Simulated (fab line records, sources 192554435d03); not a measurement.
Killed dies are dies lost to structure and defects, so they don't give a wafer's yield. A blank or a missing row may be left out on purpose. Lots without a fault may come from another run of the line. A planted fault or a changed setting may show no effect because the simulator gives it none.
One fault seen from 2 desks | flow n5_finfet | each desk has only its own numbers; what lay behind them comes last

THE TOOL OWNER'S DESK: pvd_sputter-03
The tool's own readings at N5_BEOL_M13_SPUTTER_43 (material TaN, target thk 15 nm, time 24.19 s): means of the sampled wafers that have a number, for each lot that ran on this tool. A lot is out of limits, marked OUT, if its mean lies more than 4 standard deviations from the usual mean; the brackets give that distance.
Columns: A = chamber_pressure_pa at N5_BEOL_M13_SPUTTER_43, usual 0.12002 Pa; B = throttle_valve_pct at N5_BEOL_M13_SPUTTER_43, usual 29.9 %
lot  | first seen here | A       | B
L969 | day 11 18:21    | 0.12015 | 30.4
L976 | day 14 08:52    | 0.12011 | 30.4
L986 | day 16 18:33    | 0.12007 | 30.3
L991 | day 18 01:52    | 0.12000 | 30.3
This desk's finding: nothing out of limits on any of the 4 lots.

THE METROLOGY DESK
What the gauges read, lot by lot, whatever tool the lot ran on: means of the sampled wafers that have a number. A lot is out of limits, marked OUT, if its mean lies more than 4 standard deviations from the usual mean; the brackets give that distance.
Columns: A = M13_THK at N5_BEOL_M13_THK_MEAS_50, usual 415 nm; B = M13_RS at N5_BEOL_M13_RS_MEAS_54, usual 0.0451 ohm/sq
lot  | first seen here | A   | B
L969 | day 11 19:25    | 402 | 0.0462
L972 | day 13 07:04    | 411 | 0.0455
L973 | day 13 10:18    | 418 | 0.0449
L977 | day 14 05:01    | 408 | 0.0456
L976 | day 14 12:14    | 417 | 0.0448
L978 | day 15 11:01    | 414 | 0.0451
L986 | day 16 20:05    | 422 | 0.0442
L987 | day 17 08:17    | 414 | 0.0454
L991 | day 18 04:04    | 415 | 0.0447
L992 | day 18 14:33    | 412 | 0.0450
This desk's finding: nothing out of limits on any of the 10 lots.

PUT TOGETHER
The tool owner's desk saw nothing out of limits.
The metrology desk saw nothing out of limits.

WHAT THE SIMULATOR HAD PUT IN
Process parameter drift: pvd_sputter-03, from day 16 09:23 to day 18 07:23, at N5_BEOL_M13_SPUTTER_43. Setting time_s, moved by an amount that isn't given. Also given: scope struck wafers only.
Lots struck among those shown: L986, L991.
